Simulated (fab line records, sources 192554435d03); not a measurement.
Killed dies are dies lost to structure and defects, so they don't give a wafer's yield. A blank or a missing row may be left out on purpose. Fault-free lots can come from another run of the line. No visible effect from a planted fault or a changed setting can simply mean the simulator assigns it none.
fab line records	flow n5Finfet
record: lots: 3	wafers: 8	lastDay: 17
route steps=1938 shown BEOL_M0_SAQP@657 BEOL_M0@715 BEOL_M4@1111 PASSIVATION@1936
lots that met no fault: taken from a fault-free run of the same line
startH: start of the lot's first displayed wafer, in hours after the record's first day	waitH: hours from the lot's prior step to this one	" repeats the value in the row above	L1.1+2: one row covering several wafers at once	- no value, or no start was given	* or withheld: withheld	< > ~ a bound
route shown NAME@n: NAME is a module with steps in the file, n the number in the route of the first one	usual: mean and standard deviation over wafers with no fault	same: alike in all rows	chamber/n: place in a boat	sites: the reading at each site	_std_site: standard deviation across them	_edge_site: the outer-site mean with the inner-site mean subtracted	radiusMm: how far each site lies from the wafer's centre	mask NAME#n: copy n	behind: the most recent tool/chamber to have shaped the wafer	hold: cause of the lot's hold/its duration in hours/its outcome	device: the n, p or np transistor that did not switch	end of line: tests run on the same wafers once the route is complete	a step without rows: its recipe alone	killed: count of dies lost to structure and defects at first sort (not the wafer's yield)	map: shows each die of a wafer: x if killed, . if not, _ if none is there
set.NAME: the setting the step ran with; set.NAME@STEP: the setting that earlier step ran with	model.NAME: the simulator's own value behind a step, which no gauge read
lots seen at some steps along the route; tables by step, rows by wafer
services: the hour from which a tool's chamber was out of use, counted from the record's first day as startH (under 0 if before that day), plus the number of hours and why
== steps ==
step: N5_BEOL_M0_SAQP_STRIP_113
recipe: chemistry: CHF3/O2	resist: SiARC	rfFrequencyHz: 6e+07
step: N5_BEOL_M0_SAQP_MANDREL_ETCH_20
recipe: targetDepthA: 600	chemistry: HBr/Cl2	target: a-Si	stopOn: SiNx	btTimeS: 10	maskMaterial: SOC	overEtchFrac: 0.5	timeS: 30	pressureMtorr: 10	icpW: 800	biasW: 75	HBr_flow_sccm: 150	Cl2_flow_sccm: 80	ends: endPoint
step: N5_BEOL_M0_SAQP_STRIP_86
recipe: chemistry: N2/H2	powerW: 500	tempC: 40	pressureMtorr: 50	rfFrequencyHz: 6e+07	overashFraction: 0.3	biasPowerW: 28	h2Frac: 0.5	n2FlowSccm: 300	h2FlowSccm: 300
step: N5_BEOL_M0_SAQP_STRIP_115
recipe: chemistry: postEtchResidueRemover	timeS: 60	tempC: 25	removerPh: withheld	removerWaterWtPct: withheld	removerFluorideWtPct: withheld
step: N5_BEOL_M0_SAQP_SRD_93
recipe: dry: ipaMarangoni	timeS: 30	tempC: 23	rinseLiquid: diw
step: N5_BEOL_M0_SAQP_RECESS_114
recipe: chemistry: HF/NH3	target: SiO2	targetDepthA: 144	afsCycles: 3	tempC: 30	sublimationTempC: 180	sublimationTimeS: 60
step: N5_BEOL_M0_SAQP_SPACER1_ALD_98
recipe: material: SiO2	targetThkA: 128	tempC: 300	aldPrecursorFamily: BDEAS	aldCoReactant: O2-plasma	pulseTimeS: 1	purgeTimeS: 2	coReactantPurgeTimeS: 2	aldCycles: 138	pressureTorr: 2
step: N5_BEOL_M0_SAQP_SPACER1_ETCHBACK_99
recipe: chemistry: CHF3/O2	mode: anisotropicEtchback	target: SiO2	targetDepthA: 154	timeS: 7.7	pressureMtorr: 30	sourceW: 650	biasW: 170	Ar_flow_sccm: 200	CHF3_flow_sccm: 50	O2_flow_sccm: 5	ionEnergyEv: 200
step: N5_BEOL_M0_SAQP_MANDREL1_REMOVE_100
recipe: chemistry: HBr/Cl2/O2	btTimeS: 10	target: a-Si	stopOn: SiNx	endpoint: OES-SiCl	overEtchFrac: 0.85	icpW: 600	biasW: 30	HBr_flow_sccm: 150	Cl2_flow_sccm: 80	O2_flow_sccm: 5	pressureMtorr: 10
step: N5_BEOL_M0_SAQP_ETCH_101
recipe: chemistry: CH3F/O2	target: SiNx	maskMaterial: SiO2	targetDepthA: 299	timeS: 42.7	pressureMtorr: 30	sourceW: 395	biasW: 73	Ar_flow_sccm: 150	CH3F_flow_sccm: 30	O2_flow_sccm: 20	ionEnergyEv: 120
step: N5_BEOL_M0_SAQP_ETCH_102
recipe: chemistry: CF4	target: SiO2	targetDepthA: 40	ionEnergyEv: 350	timeS: 4.4	pressureMtorr: 10	icpW: 800	biasW: 400	cf4FlowSccm: 80
step: N5_BEOL_M0_SAQP_MANDREL_ETCH_103
recipe: chemistry: HBr/Cl2	target: a-Si	targetDepthA: 450	btTimeS: 10	stopOn: SiCN	maskMaterial: SiO2	overEtchFrac: 0.8	timeS: 27	pressureMtorr: 10	icpW: 800	biasW: 75	HBr_flow_sccm: 150	Cl2_flow_sccm: 80	ends: endPoint
usual: drypumpMotorCurrentA: 5.6/0.42	oesProductAu: 0.684/0.012	throttleValvePct: 35.59/0.29
lot.wafer	tool	chamber	startH	waitH	drypumpMotorCurrentA	oesProductAu	rfHoursCounterH	throttleValvePct	model.SiCN_of_BEOL_M0_SAQP_PECVD_03.thkNm
L465.1	rieSi-05	3	177.46	0.0	5.7	0.670	188	35.26	8.8
L465.4	"	0	"	"	6.3	0.672	24	35.80	9
L465.5	"	1	"	"	5.6	0.684	-	35.92	8.8
L470.2	rieSi-04	0	208.30	0.0	5.8	0.680	81	35.68	8.8
L470.4	"	2	"	"	5.0	0.689	161	35.82	8.8
L470.6	"	0	"	"	5.8	0.682	-	35.69	8.8
L476.4	rieSi-05	3	242.81	0.0	5.7	0.701	0	35.52	9.2
L476.5	"	3	"	"	5.7	0.705	-	35.51	9.2
step: N5_BEOL_M0_SAQP_RECESS_104
recipe: chemistry: HF/NH3	target: SiO2	targetDepthA: 180	afsCycles: 3	tempC: 30	sublimationTempC: 180	sublimationTimeS: 60
step: N5_BEOL_M0_SAQP_COAT_105
recipe: resist: SOC	tempC: 250	timeS: 60	spinRpm: 1500	resistThkNm: 100
step: N5_BEOL_M0_SAQP_ETCH_106
recipe: chemistry: N2/H2	target: SOC	targetDepthA: 1500	stopOn: SiNx	ionEnergyEv: 100	biasW: 61	pressureMtorr: 30	sourceW: 850	n2FlowSccm: 200	h2FlowSccm: 200
step: N5_BEOL_M0_SAQP_ETCH_107
recipe: chemistry: CH3F/O2	target: SiNx	targetDepthA: 300	maskMaterial: SOC	pressureMtorr: 30	sourceW: 395	biasW: 73	Ar_flow_sccm: 150	CH3F_flow_sccm: 30	O2_flow_sccm: 20	ionEnergyEv: 120
step: N5_BEOL_M0_SAQP_STRIP_108
recipe: chemistry: N2/H2	powerW: 500	tempC: 40	pressureMtorr: 50	rfFrequencyHz: 6e+07	overashFraction: 0.3	biasPowerW: 28	h2Frac: 0.5	n2FlowSccm: 300	h2FlowSccm: 300
step: N5_BEOL_M0_SAQP_RECESS_109
recipe: chemistry: HF/NH3	target: SiO2	targetDepthA: 30	afsCycles: 1	tempC: 30	sublimationTempC: 180	sublimationTimeS: 60
usual: drypumpMotorCurrentA: 5.5/0.4
lot.wafer	tool	chamber	startH	waitH	drypumpMotorCurrentA	model.SiCN_of_BEOL_M0_SAQP_PECVD_03.thkNm
L465.1	vaporEtch-02	0	178.24	0.0	5.0	8.6
L465.4	"	1	"	"	5.8	8.6
L465.5	"	1	"	"	5.8	8.6
L470.2	vaporEtch-02	0	209.22	0.1	5.0	8.6
L470.4	"	0	"	"	5.0	8.6
L470.6	"	1	"	"	5.8	8.4
L476.4	vaporEtch-01	0	243.54	0.1	5.1	8.8
L476.5	"	0	"	"	5.1	8.8
step: N5_BEOL_M0_SAQP_SPACER2_ALD_26
recipe: material: SiO2	targetThkA: 150	tempC: 300	aldPrecursorFamily: BDEAS	aldCoReactant: O2-plasma	pulseTimeS: 1	purgeTimeS: 2	coReactantPurgeTimeS: 2	pressureTorr: 2
step: N5_BEOL_M0_SAQP_SPACER2_ETCHBACK_27
recipe: chemistry: CHF3/O2	mode: anisotropicEtchback	target: SiO2	targetDepthA: 225	timeS: 11.25	pressureMtorr: 30	sourceW: 650	biasW: 170	Ar_flow_sccm: 200	CHF3_flow_sccm: 50	O2_flow_sccm: 5	ionEnergyEv: 200
step: N5_BEOL_M0_SAQP_MANDREL2_REMOVE_110
recipe: chemistry: HBr/Cl2/O2	btTimeS: 10	target: a-Si	stopOn: SiCN	endpoint: OES-SiCl	overEtchFrac: 1	icpW: 600	biasW: 30	HBr_flow_sccm: 150	Cl2_flow_sccm: 80	O2_flow_sccm: 5	pressureMtorr: 10
step: N5_BEOL_M0_SAQP_COAT_69
recipe: resist: SOC	tempC: 250	timeS: 60	spinRpm: 1500	resistThkNm: 90
step: N5_BEOL_M0_SAQP_COAT_72
recipe: resist: SiARC	tempC: 220	timeS: 60	spinRpm: 1500	resistThkNm: 15
step: N5_BEOL_M0_SAQP_COAT_87
recipe: resist: underlayer	tempC: 205	timeS: 60	spinRpm: 1500	resistThkNm: 5
step: N5_BEOL_M0_SAQP_COAT_34
recipe: resist: CAR-EUV	spinRpm: 1500	resistThkNm: 30
step: N5_BEOL_M0_SAQP_EBR_36
recipe: solvent: PGMEA	ebrWidthMm: 1.5
step: N5_BEOL_M0_SAQP_SOFTBAKE_35
recipe: tempC: 110	timeS: 60	resist: CAR-EUV
step: N5_BEOL_M0_SAQP_EXPOSE_37
recipe: maskId: M0_CUT1	na: 0.33	sourceShape: annular	sigmaInner: 0.35	sigmaOuter: 0.8	polarization: unpolarized	targetCdNm: 30	doseMj: 44.75
step: N5_BEOL_M0_SAQP_PEB_38
recipe: pebTempC: 100	pebTimeS: 60	resist: CAR-EUV
step: N5_BEOL_M0_SAQP_DEVELOP_39
recipe: developTimeS: 30	developer: TMAH	resist: CAR-EUV	rinseLiquid: surfactantRinse	dry: airSpin	devTempC: 23
step: N5_BEOL_M0_SAQP_DESCUM_45
recipe: chemistry: O2	timeS: 7	sourcePowerW: 50	biasPowerW: 20	pressureMtorr: 20	rfFrequencyHz: 2.712e+07	tempC: 40	resist: CAR-EUV	o2FlowSccm: 225
step: N5_BEOL_M0_SAQP_ETCH_88
recipe: chemistry: N2/H2	target: underlayer	targetDepthA: 65	timeS: 5.2	ionEnergyEv: 200	maskMaterial: CAR-EUV	pressureMtorr: 30	sourceW: 840	biasW: 150	n2FlowSccm: 200	h2FlowSccm: 200	ends: cleared
step: N5_BEOL_M0_SAQP_ETCH_73
recipe: chemistry: CF4	target: SiARC	targetDepthA: 195	maskMaterial: CAR-EUV	timeS: 32.5	ionEnergyEv: 80	pressureMtorr: 40	sourceW: 545	biasW: 36	Ar_flow_sccm: 100	cf4FlowSccm: 100	ends: cleared
step: N5_BEOL_M0_SAQP_CUT_ETCH_46
recipe: chemistry: N2/H2	target: SOC	targetDepthA: 1350	overetchA: 270	tempC: 40	timeS: 202.5	ionEnergyEv: 200	maskMaterial: SiARC	pressureMtorr: 30	sourceW: 840	biasW: 150	n2FlowSccm: 200	h2FlowSccm: 200
step: N5_BEOL_M0_SAQP_STRIP_74
recipe: chemistry: N2/H2	tempC: 40	n2FlowSccm: 200	h2FlowSccm: 200	rfFrequencyHz: 6e+07
step: N5_BEOL_M0_SAQP_STRIP_89
recipe: chemistry: N2/H2	tempC: 40	n2FlowSccm: 200	h2FlowSccm: 200	rfFrequencyHz: 6e+07
step: N5_BEOL_M0_SAQP_ALD_48
recipe: material: SiO2	targetThkA: 200	tempC: 100	aldPrecursorFamily: BDEAS	aldCoReactant: O2-plasma	pulseTimeS: 1	coReactantPulseTimeS: 1	purgeTimeS: 2	coReactantPurgeTimeS: 2	aldCycles: 139	pressureTorr: 2
step: N5_BEOL_M0_ETCH_138
recipe: chemistry: CH3F/O2	targetDepthA: 120	target: SiCN	timeS: 31.6	ionEnergyEv: 120	pressureMtorr: 30	sourceW: 395	biasW: 75	Ar_flow_sccm: 150	CH3F_flow_sccm: 30	O2_flow_sccm: 20	ends: cleared
usual: CH3F_flow_sccm: 30.00/0.092	drypumpMotorCurrentA: 5.7/0.43	etchRfOnTimeS: 29.1/0.85	oesProductAu: 0.65/0.054	rfVppV: 297.9/1.5	showerheadPlenumPTorr: 2.03/0.059	throttleValvePct: 16.27/0.18
lot.wafer	tool	chamber	startH	waitH	CH3F_flow_sccm	drypumpMotorCurrentA	etchRfOnTimeS	oesProductAu	rfHoursCounterH	rfVppV	showerheadPlenumPTorr	throttleValvePct	model.etch.depthNm
L465.1	rieDiel-04	3	181.30	0.0	30.04	5.9	29.1	0.61	209	299.6	2.07	16.34	8.514
L465.4	"	1	"	"	29.84	6.0	28.8	0.72	42	298.2	2.05	16.45	8.575
L465.5	"	3	"	"	30.15	5.9	29.5	0.61	-	299.2	2.07	16.34	8.554
L470.2	rieDiel-04	0	212.57	0.0	29.90	6.0	29.4	0.63	183	297.3	1.98	16.56	8.523
L470.4	"	0	"	"	29.95	6.1	29.2	0.64	-	295.8	1.98	16.58	8.547
L470.6	"	1	"	"	29.86	6.0	28.7	0.71	-	299.5	2.04	16.47	8.487
L476.4	rieDiel-01	0	246.96	0.0	29.90	5.8	29.8	0.63	-	298.0	1.99	16.27	8.769
L476.5	"	3	"	"	30.14	6.1	29.6	0.71	-	301.5	2.13	16.20	8.766
step: N5_BEOL_M0_ETCH_128
recipe: chemistry: CF4/N2	targetDepthA: 120	overetchA: 51	target: SiCN	timeS: 21.4	ionEnergyEv: 150	pressureMtorr: 40	sourceW: 430	biasW: 70	Ar_flow_sccm: 100	cf4FlowSccm: 60	n2FlowSccm: 60
usual: drypumpMotorCurrentA: 5.7/0.45	oesProductAu: 0.52/0.044	rfVppV: 382.8/1.7	showerheadPlenumPTorr: 2.23/0.061	throttleValvePct: 15.41/0.17
lot.wafer	tool	chamber	startH	waitH	drypumpMotorCurrentA	oesProductAu	rfHoursCounterH	rfVppV	showerheadPlenumPTorr	throttleValvePct	model.etch.depthNm
L465.1	rieDiel-03	0	184.38	0.3	5.3	0.55	106	386.2	2.31	15.16	8.514
L465.4	"	2	"	"	5.2	0.52	-	382.1	2.20	15.31	8.575
L465.5	"	0	"	"	5.4	0.54	-	385.6	2.31	15.18	8.554
L470.2	rieDiel-03	2	214.04	0.7	5.2	0.52	180	382.2	2.20	15.33	8.523
L470.4	"	3	"	"	5.9	0.66	1	383.6	2.27	15.06	8.547
L470.6	"	3	"	"	5.9	0.66	-	383.2	2.27	15.06	8.487
L476.4	rieDiel-01	3	251.98	0.0	6.2	0.56	-	386.1	2.33	15.31	8.769
L476.5	"	2	"	"	4.8	0.49	-	379.7	2.10	15.60	8.766
step: N5_BEOL_M4_RC_MEAS_101
usual: DIBL_N: 36.2/1.7	DIBL_P: 36.2/2.2	IOFF_N: 0.16/0.035	IOFF_P: 0.21/0.042	ION_N: 673/13	ION_P: 462/7.9	SS_N: 71.4/0.59	SS_P: 73.2/0.7	VT_N: 250/3.6	VT_P: -251/3.5
lot.wafer	tool	chamber	startH	waitH	DIBL_N[mV/V]	DIBL_P[mV/V]	IOFF_N[nA/um]	IOFF_P[nA/um]	ION_N[uA/um]	ION_P[uA/um]	SS_N[mV/dec]	SS_P[mV/dec]	VT_N[mV]	VT_P[mV]
L465.1	prober-01	0	240.13	0.0	35.8	35.0	0.14	0.20	668	462	71.3	72.7	250	-251
L465.4	"	0	"	"	37.8	38.1	0.20	0.25	690	469	72.2	73.8	245	-249
L465.5	"	0	"	"	36.3	36.6	0.17	0.23	689	469	70.8	73.9	249	-249
L470.2	prober-02	0	253.81	0.2	35.4	34.4	0.12	0.17	670	456	71.5	72.6	252	-253
L470.4	"	0	"	"	37.2	36.9	0.15	0.20	677	460	71.5	73.8	253	-253
L470.6	"	0	"	"	34.5	33.1	0.11	0.15	645	444	71.3	72.0	257	-255
L476.4	prober-02	0	304.08	0.5	35.5	34.0	0.13	0.18	673	461	70.5	72.0	252	-250
L476.5	"	0	"	"	36.7	36.2	0.15	0.22	663	464	70.8	73.2	249	-248
step: N5_PASSIVATION_PROBE_49
usual: defectLimitedYield: 91.4/1.4	killed_at_M0_to_M3: 31/10	killed_at_M4_up: 14/5.6	killedAtContacts: 13/6.3	killedAtFrontEnd: 39/10	killedAtOther: 4/3.1	killedDies: 101/16	killedOnRim: 13/3.9	killedOpen: 65/13	killedShort: 34/7.2	sort_bin_5_function: 5.1/0.88	sort_bin_6_memory: 3.2/0.66	sortNPass: 1079/16	sortYieldPct: 91.4/1.4
same: grossDies: 1180	killedAtBackSide: 0	sort_bin_4_leakage[%]: 0	sort_bin_8_speed[%]: 0
lot.wafer	tool	chamber	startH	waitH	defectLimitedYield[%]	killed_at_M0_to_M3	killed_at_M4_up	killedAtContacts	killedAtFrontEnd	killedAtOther	killedDies	killedOnRim	killedOpen	killedShort	sort_bin_5_function[%]	sort_bin_6_memory[%]	sortNPass	sortYieldPct[%]
L465.1	prober-01	-	340.80	0.0	91.2	43	5	7	49	0	104	18	67	35	5.8	2.7	1076	91.2
L465.4	prober-01	-	340.95	0.2	91.5	27	16	16	38	3	100	12	68	32	4.9	3.3	1080	91.5
L465.5	prober-01	-	341.00	0.2	90.2	36	9	9	59	3	116	12	67	49	5.4	3.6	1064	90.2
killed by level:class
L465.1 FIN_SAQP:geometricParticle:open=13 BEOL_M0_SAQP:geometricParticle:open=13 FIN_SAQP:geometricParticle:short=9 BEOL_M3:geometricParticle:open=8 BEOL_M0_SAQP:geometricParticle:short=8 BEOL_M2:geometricParticle:open=7 GATE_CUT:geometricParticle:short=5 ILD0:geometricParticle:open=4
L465.4 MOL_CONTACT_COAG:geometricParticle:open=13 BEOL_M4:geometricParticle:open=10 GATE_CUT:geometricParticle:short=7 STI_FIN_REVEAL:geometricParticle:open=6 BEOL_M1:geometricParticle:open=6 FIN_SAQP:geometricParticle:open=5 DUMMY_GATE:geometricParticle:open=5 BEOL_M2:geometricParticle:open=5
L465.5 FIN_SAQP:geometricParticle:short=13 GATE_CUT:geometricParticle:short=12 STI_FIN_REVEAL:geometricParticle:open=10 BEOL_M0_SAQP:geometricParticle:open=9 BEOL_M0_SAQP:geometricParticle:short=8 FIN_SAQP:geometricParticle:open=6 GATE_CUT:geometricParticle:open=6 MOL_CONTACT_COAG:geometricParticle:open=6
== services ==
tool	chamber	startH	hours	kind
rieDiel-04	1	161.52	5.3	repair
vaporEtch-01	-	169.28	0.1	repair
rieDiel-03	3	180.27	-	clean
rieDiel-03	3	180.27	-	consumableReplace:focusRing
rieDiel-03	3	180.27	28.1	scheduledDown
rieDiel-03	3	180.27	28.1	ventCycle
rieDiel-01	3	191.98	14.3	repair
rieSi-04	2	193.65	6.7	repair
rieSi-05	3	200.58	-	clean
rieSi-05	3	200.58	23.2	scheduledDown
rieSi-05	3	200.58	23.2	ventCycle
rieDiel-04	2	210.28	-	clean
rieDiel-04	2	210.28	-	consumableReplace:focusRing
rieDiel-04	2	210.28	22.0	scheduledDown
rieDiel-04	2	210.28	22.0	ventCycle
rieDiel-03	-	211.67	1.7	repair
== key ==
firstSign none at tools or gauges
modelEffect: step: N5_BEOL_M0_SAQP_MANDREL_ETCH_103	value: SiCN_of_BEOL_M0_SAQP_PECVD_03.thkNm	without: 8.6	struck: 9.2
modelEffect: step: N5_BEOL_M0_SAQP_RECESS_109	value: SiCN_of_BEOL_M0_SAQP_PECVD_03.thkNm	without: 8.2	struck: 8.8
modelEffect: step: N5_BEOL_M0_ETCH_138	value: etch.depthNm	without: 8.265	struck: 8.766
modelEffect: step: N5_BEOL_M0_ETCH_128	value: etch.depthNm	without: 8.265	struck: 8.766
metAt N5_BEOL_M0_SAQP_MANDREL_ETCH_103
struckWafers L476.5
onsetBetween 177.46 242.81
fault: kind: processParameterDrift	tool: rieSi-05	chamber: -	onsetH: 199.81	steps: N5_BEOL_M0_SAQP_MANDREL_ETCH_103	channel: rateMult	offset: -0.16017	shape: step	endH: 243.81	scope: struckWafersOnly
